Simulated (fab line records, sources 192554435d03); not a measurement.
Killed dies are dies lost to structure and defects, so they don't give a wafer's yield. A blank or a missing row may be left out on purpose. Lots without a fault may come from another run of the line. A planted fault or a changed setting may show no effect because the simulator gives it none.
fab line records | flow n5_finfet
record lots=9 wafers=26 last_day=17
route steps=1938 shown BEOL_M4@1044
lots that met no fault: from a run of the same line without faults
start_h: hours from the record's first day to the start of the lot's first wafer shown | wait_h: hours since the lot's step before | " the same as in the row above | L1.1+2: a row that stands for several wafers | - no value, or no start given | * or withheld: withheld | < > ~ a bound
route shown NAME@n: a module of which the file shows steps, and the number in the route of the first | usual: mean/standard deviation of fault-free wafers | same: alike in all rows | chamber/n: place in a boat | sites: the reading at each site | _std_site: their standard deviation | _edge_site: outer sites' mean less inner sites' | radius_mm: how far each site lies from the wafer's centre | mask NAME#n: copy n | behind: the tool/chamber that last shaped the wafer | hold: why the lot was held/for how many hours/how that ended | device: the transistor (n, p or np) that didn't switch | end of line: the same wafers' tests at the end of the route | a step without rows: its recipe alone | killed: dies lost to structure and defects at the first sort, not the wafer's yield | map: a wafer's dies, x killed, . not, _ none there
set.NAME: the setting as run; set.NAME@STEP: as run at that earlier step | model.NAME: the simulator's own value behind a step, which no gauge read
steps of the route over a sample of lots; a table a step, a row a wafer
services: from which hour (start_h, from the record's first day; less than 0 if before it) a tool's chamber was out of use, for how many hours, and why
## steps
# step N5_BEOL_M4_HM_OPEN_17
# recipe chemistry=Cl2/BCl3 target_depth_a=200 overetch_a=60 target=TiN mask_material=SOC ion_energy_ev=150 pressure_mtorr=10 icp_w=1000 bias_w=126 Cl2_flow_sccm=53.25 bcl3_flow_sccm=21.75 Ar_flow_sccm=25
# usual drypump_motor_current_A=5.8/0.4 oes_product_au=0.67/0.075 throttle_valve_pct=22.00/0.21
# columns lot.wafer tool chamber start_h wait_h drypump_motor_current_A oes_product_au rf_hours_counter_h throttle_valve_pct
L447.1 rie_metal-01 0 162.88 0.0 5.9 0.64 49 21.96
L447.3 " 0 " " 5.8 0.64 - 21.95
L447.5 " 0 " " 5.8 0.66 - 21.92
L445.2 rie_metal-01 0 164.29 0.1 5.9 0.64 - 21.95
L445.3 " 0 " " 5.9 0.64 - 21.95
L445.5 " 0 " " 5.9 0.63 - 21.97
L450.1 rie_metal-03 0 195.93 0.0 5.3 0.74 19 21.87
L450.3 " 0 " " 5.3 0.73 - 21.87
L450.6 " 1 " " 5.6 0.54 - 22.40
L457.1 rie_metal-02 0 228.69 0.0 6.6 0.70 28 21.79
L457.3 " 1 " " 5.8 0.71 - 21.99
L457.4 " 0 " " 6.6 0.70 - 21.79
L459.1 rie_metal-03 0 242.25 0.0 5.3 0.72 22 21.89
L459.3 " 1 " " 5.6 0.52 - 22.44
L459.5 " 1 " " 5.6 0.53 - 22.42
L460.4 rie_metal-02 1 246.49 0.1 5.8 0.71 - 21.98
L460.5 " 1 " " 5.8 0.70 - 21.98
L460.6 " 0 " " 6.6 0.69 - 21.82
L464.2 rie_metal-01 0 275.03 0.0 5.8 0.62 60 21.96
L464.4 " 0 " " 5.9 0.62 - 21.96
L464.5 " 1 " " 5.6 0.74 - 21.95
L467.1 rie_metal-02 0 289.20 0.0 6.6 0.69 34 21.80
L467.3 " 0 " " 6.6 0.68 - 21.83
L467.4 " 1 " " 5.8 0.69 - 21.99
L468.5 rie_metal-03 0 289.68 0.1 5.3 0.71 - 21.88
L468.6 " 0 " " 5.4 0.71 - 21.87
# step N5_BEOL_M4_DESCUM_33
# recipe chemistry=O2 time_s=7 source_power_w=50 bias_power_w=20 pressure_mtorr=20 rf_frequency_hz=2.712e+07 temp_c=40 resist=CAR-EUV o2_flow_sccm=225
# usual drypump_motor_current_A=5.6/0.6 oes_product_au=0.80/0.095 rf_vpp_V=243.4/1.5 showerhead_plenum_p_Torr=2.11/0.08 throttle_valve_pct=20.42/0.19
# columns lot.wafer tool chamber start_h wait_h drypump_motor_current_A oes_product_au rf_hours_counter_h rf_vpp_V showerhead_plenum_p_Torr throttle_valve_pct
L447.1 rie_diel-06 3 163.79 0.0 5.9 0.81 90 244.9 2.11 20.43
L447.3 " 2 " " 5.1 0.79 83 244.2 2.23 20.27
L447.5 " 3 " " 5.9 0.81 - 243.5 2.11 20.41
L445.2 rie_diel-05 2 165.23 0.3 5.3 0.88 42 243.7 2.13 20.11
L445.3 " 1 " " 5.3 0.66 248 240.8 1.96 20.70
L445.5 " 1 " " 5.3 0.66 - 241.8 1.96 20.72
L450.1 rie_diel-05 0 197.46 0.7 4.8 0.66 249 240.8 1.99 20.79
L450.3 " 3 " " 6.4 0.95 16 244.6 2.13 20.24
L450.6 " 2 " " 5.3 0.87 - 243.7 2.13 20.14
L457.1 rie_diel-04 2 229.44 0.0 5.7 0.93 18 242.7 2.03 20.23
L457.3 " 3 " " 6.2 0.75 143 242.2 2.00 20.68
L457.4 " 2 " " 5.7 0.94 - 242.8 2.03 20.23
L459.1 rie_diel-05 2 243.00 0.0 5.3 0.85 72 241.1 2.12 20.16
L459.3 " 1 " " 5.3 0.91 21 245.3 2.21 20.40
L459.5 " 0 " " 4.8 0.96 - 245.3 2.25 20.52
L460.4 rie_diel-06 2 247.42 0.0 5.1 0.77 114 244.8 2.22 20.32
L460.5 " 0 " " 6.3 0.97 - 241.1 2.04 20.37
L460.6 " 3 " " 5.9 0.79 - 243.0 2.10 20.46
L464.2 rie_diel-06 2 275.83 0.1 5.1 0.77 124 245.4 2.21 20.32
L464.4 " 1 " " 4.8 0.68 242 243.7 2.03 20.43
L464.5 " 1 " " 4.8 0.68 - 241.8 2.03 20.45
L467.1 rie_diel-06 0 290.00 0.0 6.2 0.92 20 242.2 2.03 20.40
L467.3 " 1 " " 4.8 0.67 247 242.5 2.03 20.46
L467.4 " 2 " " 5.1 0.76 130 243.9 2.21 20.32
L468.5 rie_diel-06 2 290.42 0.0 5.1 0.76 - 245.2 2.21 20.33
L468.6 " 3 " " 5.9 0.77 - 242.9 2.10 20.47
# step N5_BEOL_M4_ALD_98
# recipe material=SiO2 target_thk_a=25 temp_c=100 ald_precursor_family=BDEAS ald_co_reactant=O2-plasma pulse_time_s=1 co_reactant_pulse_time_s=1 purge_time_s=2 co_reactant_purge_time_s=2 ald_cycles=17 pressure_torr=2
# usual ald_cycles=17/0 heater_power_w=79/9.7 precursor_pulse_height_rel=1.003/0.02 susceptor_temp_C=99.99/0.14
# columns lot.wafer tool chamber start_h wait_h ald_cycles heater_power_w precursor_pulse_height_rel susceptor_temp_C
L447.1 ald_sin-02 0 163.96 0.1 17 85 0.991 99.95
L447.3 " 3 " " 17 79 1.006 100.07
L447.5 " 2 " " 17 73 0.981 99.93
L445.2 ald_sin-02 3 165.36 0.1 17 79 1.010 99.98
L445.3 " 0 " " 17 86 1.013 99.99
L445.5 " 1 " " 17 105 1.003 99.89
L450.1 ald_sin-01 0 197.59 0.1 17 71 1.014 100.30
L450.3 " 3 " " 17 79 1.004 100.23
L450.6 " 2 " " 17 72 0.989 99.94
L457.1 ald_sin-02 2 229.57 0.1 17 72 0.998 100.04
L457.3 " 1 " " 17 102 0.980 100.07
L457.4 " 0 " " 17 88 0.985 100.11
L459.1 ald_sin-02 3 243.21 0.1 17 79 0.995 99.98
L459.3 " 0 " " 17 88 0.989 100.04
L459.5 " 2 " " 10 75 1.021 -
L460.4 ald_sin-02 0 247.59 0.1 17 88 1.000 99.92
L460.5 " 0 " " 10 88 1.002 -
L460.6 " 3 " " 10 81 0.963 -
L464.2 ald_sin-01 2 278.07 2.2 17 74 0.953 99.79
L464.4 " 0 " " 17 72 0.977 99.92
L464.5 " 3 " " 17 78 0.978 100.10
L467.1 ald_sin-01 0 290.35 0.3 17 73 0.994 100.10
L467.3 " 1 " " 17 74 1.035 100.15
L467.4 " 3 " " 17 78 0.975 100.10
L468.5 ald_sin-01 3 290.58 0.1 17 81 1.009 99.97
L468.6 " 0 " " 17 70 0.999 100.17
# step N5_BEOL_M4_STRIP_97
# recipe chemistry=N2/H2 time_s=10 power_w=450 temp_c=40 pressure_mtorr=20 rf_frequency_hz=6e+07 bias_power_w=7 n2_flow_sccm=200 h2_flow_sccm=200
# usual drypump_motor_current_A=5.6/0.6 n2_flow_sccm=200.0/0.59 oes_product_au=0.83/0.098 rf_vpp_V=59.2/1 showerhead_plenum_p_Torr=2.58/0.096 throttle_valve_pct=23.70/0.25
# columns lot.wafer tool chamber start_h wait_h drypump_motor_current_A n2_flow_sccm oes_product_au rf_hours_counter_h rf_vpp_V showerhead_plenum_p_Torr throttle_valve_pct
L447.1 rie_diel-05 1 - - 5.3 200.4 0.67 248 56.4 2.40 24.17
L447.3 " 2 " " 5.3 200.4 0.88 42 62.0 2.58 23.22
L447.5 " 1 " " 5.3 200.2 0.66 - 58.2 2.40 24.17
L445.2 rie_diel-04 3 - - 6.2 200.7 0.77 122 58.4 2.44 24.14
L445.3 " 1 " " 5.9 200.4 0.70 235 59.8 2.60 24.23
L445.5 " 0 " " 6.7 199.8 0.73 - 59.4 2.64 23.65
L450.1 rie_diel-05 3 - - 6.3 200.1 0.94 17 58.1 2.61 23.56
L450.3 " 2 " " 5.3 200.4 0.86 55 58.4 2.57 23.23
L450.6 " 3 " " 6.3 200.0 0.93 - 60.0 2.61 23.57
L457.1 rie_diel-05 1 - - 5.3 200.6 0.90 17 60.7 2.71 23.92
L457.3 " 2 " " 5.3 200.5 0.84 68 58.5 2.57 23.25
L457.4 " 0 " " 4.8 199.6 0.96 7 60.9 2.71 23.69
L460.4 rie_diel-05 1 - - 5.3 199.7 0.89 - 59.4 2.71 23.91
L460.5 " 2 " " 5.3 200.8 0.84 - 59.8 2.56 23.26
L460.6 " 0 " " 4.8 199.2 0.94 - 60.1 2.71 23.70
L459.1 rie_diel-06 2 - - 5.1 199.8 0.77 115 61.2 2.67 23.63
L459.3 " 3 " " 5.9 200.2 0.79 123 60.4 2.56 23.62
L459.5 " 0 " " 6.3 200.1 0.96 - 59.6 2.50 23.70
L464.2 rie_diel-05 1 - - 5.3 200.5 0.87 38 59.2 2.70 23.94
L464.4 " 2 " " 5.3 199.4 0.83 - 59.1 2.56 23.30
L464.5 " 0 " " 4.8 200.2 0.91 - 60.3 2.70 23.71
L467.1 rie_diel-04 0 - - 6.7 200.3 0.70 225 59.2 2.62 23.68
L467.3 " 2 " " 5.7 198.7 0.90 42 59.2 2.47 23.51
L467.4 " 1 " " 5.9 198.9 0.92 19 59.3 2.58 23.77
L468.5 rie_diel-06 3 - - 5.9 200.3 0.78 - 58.8 2.55 23.62
L468.6 " 2 " " 5.1 200.4 0.76 - 59.8 2.67 23.65
# step N5_BEOL_M4_RC_MEAS_101
# usual DIBL_N=36.8/2.2 DIBL_P=37.0/2.8 IOFF_N=0.18/0.043 IOFF_P=0.23/0.05 ION_N=680/14 ION_P=466/9.1 SS_N=71.7/0.74 SS_P=73.5/0.79 VT_N=248/4 VT_P=-249/4.1
# columns lot.wafer tool chamber start_h wait_h DIBL_N[mV/V] DIBL_P[mV/V] IOFF_N[nA/um] IOFF_P[nA/um] ION_N[uA/um] ION_P[uA/um] SS_N[mV/dec] SS_P[mV/dec] VT_N[mV] VT_P[mV]
L447.1 prober-01 0 169.07 0.0 39.6 41.3 0.29 0.36 715 484 72.7 74.8 238 -241
L447.3 " 0 " " 35.4 36.2 0.17 0.22 691 470 71.5 73.3 247 -246
L447.5 " 0 " " 37.8 39.6 0.23 0.32 696 480 72.1 74.0 243 -242
L445.2 prober-01 0 177.38 0.2 34.7 35.3 0.13 0.19 665 459 71.2 73.2 251 -253
L445.3 " 0 " " 33.8 35.0 0.13 0.19 687 467 71.0 73.7 249 -251
L445.5 " 0 " " 37.8 38.8 0.20 0.25 689 467 71.7 74.1 246 -249
L450.1 prober-01 0 203.58 0.0 36.2 37.8 0.16 0.20 681 464 72.4 72.9 250 -251
L450.3 " 0 " " 39.3 41.7 0.21 0.29 692 469 73.0 74.6 247 -248
L450.6 " 0 " " 36.2 38.4 0.15 0.20 676 463 71.3 72.4 249 -251
L457.1 prober-01 0 238.03 0.0 36.0 34.8 0.18 0.22 691 467 71.4 72.5 247 -250
L457.3 " 0 " " 34.0 31.5 0.13 0.17 668 462 70.7 71.9 255 -251
L457.4 " 0 " " 36.7 34.3 0.18 0.21 687 474 71.0 72.6 249 -248
L460.4 prober-01 0 253.72 0.5 34.1 33.3 0.12 0.20 659 459 71.4 73.2 254 -249
L460.5 " 0 " " 35.7 34.9 0.14 0.23 666 467 71.9 73.1 251 -247
L460.6 " 0 " " 35.5 34.5 0.14 0.22 657 460 71.1 72.6 252 -249
L459.1 prober-02 0 254.04 0.0 39.4 41.1 0.25 0.29 703 478 72.8 74.9 243 -244
L459.3 " 0 " " 34.7 32.9 0.14 0.15 672 454 71.4 72.9 250 -255
L459.5 " 0 " " 35.5 35.6 0.15 0.20 670 461 71.3 72.9 250 -252
L464.2 prober-01 0 284.66 0.2 33.8 32.3 0.13 0.18 664 461 71.4 72.0 253 -252
L464.4 " 0 " " 36.8 36.9 0.18 0.25 682 468 71.5 72.8 247 -249
L464.5 " 0 " " 38.4 38.7 0.23 0.27 700 479 71.8 73.7 242 -248
L467.1 prober-01 0 298.57 0.0 33.4 34.3 0.12 0.17 671 460 70.6 73.1 256 -255
L467.3 " 0 " " 37.3 39.2 0.20 0.25 687 468 71.6 73.7 246 -250
L467.4 " 0 " " 35.5 37.2 0.15 0.22 670 466 71.4 73.1 251 -250
L468.5 prober-02 0 299.52 0.6 36.7 37.9 0.20 0.26 686 474 72.2 73.6 243 -244
L468.6 " 0 " " 37.7 40.2 0.22 0.31 701 487 72.3 74.8 242 -241
## services
# columns tool chamber start_h hours kind
rie_diel-06 0 147.08 5.7 repair
rie_metal-02 - 156.51 1.4 pm
rie_diel-05 1 170.15 - clean
rie_diel-05 1 170.15 - consumable_replace:focus_ring
rie_diel-05 1 170.15 - consumable_replace:showerhead
rie_diel-05 1 170.15 17.4 scheduled_down
rie_diel-05 1 170.15 17.4 vent_cycle
rie_diel-06 0 197.25 - clean
rie_diel-06 0 197.25 - consumable_replace:focus_ring
rie_diel-06 0 197.25 35.3 scheduled_down
rie_diel-06 0 197.25 35.3 vent_cycle
rie_diel-05 0 200.40 - clean
rie_diel-05 0 200.40 - consumable_replace:focus_ring
rie_diel-05 0 200.40 - consumable_replace:showerhead
rie_diel-05 0 200.40 14.8 scheduled_down
rie_diel-05 0 200.40 14.8 vent_cycle
rie_metal-03 - 228.42 2.8 pm
rie_diel-04 1 235.62 8.8 repair
rie_diel-05 3 239.05 115.1 repair
rie_metal-03 - 264.48 1.2 repair
ald_sin-02 - 268.25 14.0 pm
ald_sin-02 0 268.25 14.0 vent_cycle
rie_metal-03 0 269.77 1.1 repair
rie_metal-01 0 279.32 6.2 repair
## key
first_sign step=N5_BEOL_M4_ALD_98 reading=ald_cycles direction=down sigmas=99+ usual=* struck=*
effect none on later readings
met_at N5_BEOL_M4_ALD_98
struck_lots L459,L460
struck_wafers L459.5,L460.5,L460.6
not_acting_at N5_BEOL_M4_HM_OPEN_17,N5_BEOL_M4_DESCUM_33,N5_BEOL_M4_STRIP_97
onset_between 229.57 243.21
fault kind=process_parameter_drift tool=ald_sin-02 chamber=- onset_h=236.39 steps=N5_BEOL_M4_ALD_98 channel=ald_cycles offset=* shape=step end_h=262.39 scope=struck_wafers_only acts_in=* stated=*
